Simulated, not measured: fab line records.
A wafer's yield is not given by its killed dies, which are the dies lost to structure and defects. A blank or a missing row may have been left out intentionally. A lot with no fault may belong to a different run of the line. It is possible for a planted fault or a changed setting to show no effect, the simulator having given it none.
Chamber matching :: flow n5 finfet :: N5_BEOL_M3_VIA_ETCH_34 on rie diel-03: 4 sister chambers
The step etches the open film in C4F6/O2, target depth 69.4 nm, time 65.9 s. 14 wafers are shown with their chamber, then 7 later ones without.

## WAFERS WITH THEIR CHAMBER
wafer: L080.1
chamber: 2
throttle valve pct (%): 30.5
drypump motor current A (A): 6.3
showerhead plenum p Torr (Torr): 2.78

wafer: L080.4
chamber: 3
throttle valve pct (%): 30.7
drypump motor current A (A): 6.3
showerhead plenum p Torr (Torr): 2.96

wafer: L080.5
chamber: 1
throttle valve pct (%): 31.3
drypump motor current A (A): 6.1
showerhead plenum p Torr (Torr): 2.96

wafer: L078.4
chamber: 1
throttle valve pct (%): 31.3
drypump motor current A (A): 6.1
showerhead plenum p Torr (Torr): 2.96

wafer: L078.5
chamber: 2
throttle valve pct (%): 30.5
drypump motor current A (A): 6.3
showerhead plenum p Torr (Torr): 2.78

wafer: L078.6
chamber: 1
throttle valve pct (%): 31.3
drypump motor current A (A): 6.1
showerhead plenum p Torr (Torr): 2.96

wafer: L081.3
chamber: 0
throttle valve pct (%): 30.2
drypump motor current A (A): 5.6
showerhead plenum p Torr (Torr): 2.78

wafer: L081.5
chamber: 0
throttle valve pct (%): 30.2
drypump motor current A (A): 5.6
showerhead plenum p Torr (Torr): 2.77

wafer: L081.6
chamber: 1
throttle valve pct (%): 31.3
drypump motor current A (A): 6.1
showerhead plenum p Torr (Torr): 2.95

wafer: L085.1
chamber: 0
throttle valve pct (%): 30.2
drypump motor current A (A): 5.6
showerhead plenum p Torr (Torr): 2.77

wafer: L085.2
chamber: 2
throttle valve pct (%): 30.6
drypump motor current A (A): 6.3
showerhead plenum p Torr (Torr): 2.78

wafer: L085.3
chamber: 3
throttle valve pct (%): 30.7
drypump motor current A (A): 6.3
showerhead plenum p Torr (Torr): 2.95

wafer: L083.2
chamber: 0
throttle valve pct (%): 30.2
drypump motor current A (A): 5.7
showerhead plenum p Torr (Torr): 2.77

wafer: L083.5
chamber: 1
throttle valve pct (%): 31.3
drypump motor current A (A): 6.1
showerhead plenum p Torr (Torr): 2.95

SIGNATURES (averages over the wafers above)
reading: throttle valve pct
chamber 0: 30.200
chamber 1: 31.300
chamber 2: 30.533
chamber 3: 30.700
scatter within a chamber: 0.0258

reading: drypump motor current A
chamber 0: 5.625
chamber 1: 6.100
chamber 2: 6.300
chamber 3: 6.300
scatter within a chamber: 0.0274

reading: showerhead plenum p Torr
chamber 0: 2.7725
chamber 1: 2.9560
chamber 2: 2.7800
chamber 3: 2.9550
scatter within a chamber: 0.00495
Rule: a wafer's distance from a chamber is the root of the sum, over the readings, of the square of ((its reading less the chamber's mean) divided by the reading's scatter). The wafer belongs to the nearest chamber; if the next one is less than 2 further off, it can't be placed. The scatter is the square root of a quotient: the sum, over the shown wafers, of each reading's squared deviation from its chamber's mean, divided by wafers minus chambers.

## WAFERS WITH NO CHAMBER GIVEN
wafer: L083.6
throttle valve pct (%): 30.2
drypump motor current A (A): 5.7
showerhead plenum p Torr (Torr): 2.77

wafer: L090.1
throttle valve pct (%): 30.2
drypump motor current A (A): 5.6
showerhead plenum p Torr (Torr): 2.77

wafer: L090.2
throttle valve pct (%): 31.3
drypump motor current A (A): 6.1
showerhead plenum p Torr (Torr): 2.95

wafer: L090.6
throttle valve pct (%): 30.7
drypump motor current A (A): 6.4
showerhead plenum p Torr (Torr): 2.95

wafer: L093.1
throttle valve pct (%): 31.3
drypump motor current A (A): 6.1
showerhead plenum p Torr (Torr): 2.94

wafer: L093.3
throttle valve pct (%): 30.7
drypump motor current A (A): 6.4
showerhead plenum p Torr (Torr): 2.95

wafer: L093.4
throttle valve pct (%): 30.6
drypump motor current A (A): 6.3
showerhead plenum p Torr (Torr): 2.77

## EACH ONE'S CHAMBER
wafer: L083.6
from the rows above: 0
in truth: 0

wafer: L090.1
from the rows above: 0
in truth: 0

wafer: L090.2
from the rows above: 1
in truth: 1

wafer: L090.6
from the rows above: 3
in truth: 3

wafer: L093.1
from the rows above: 1
in truth: 1

wafer: L093.3
from the rows above: 3
in truth: 3

wafer: L093.4
from the rows above: 2
in truth: 2
Correctly placed: 7 of 7. From these rows, 0 cannot be placed. 0 placed wrongly.
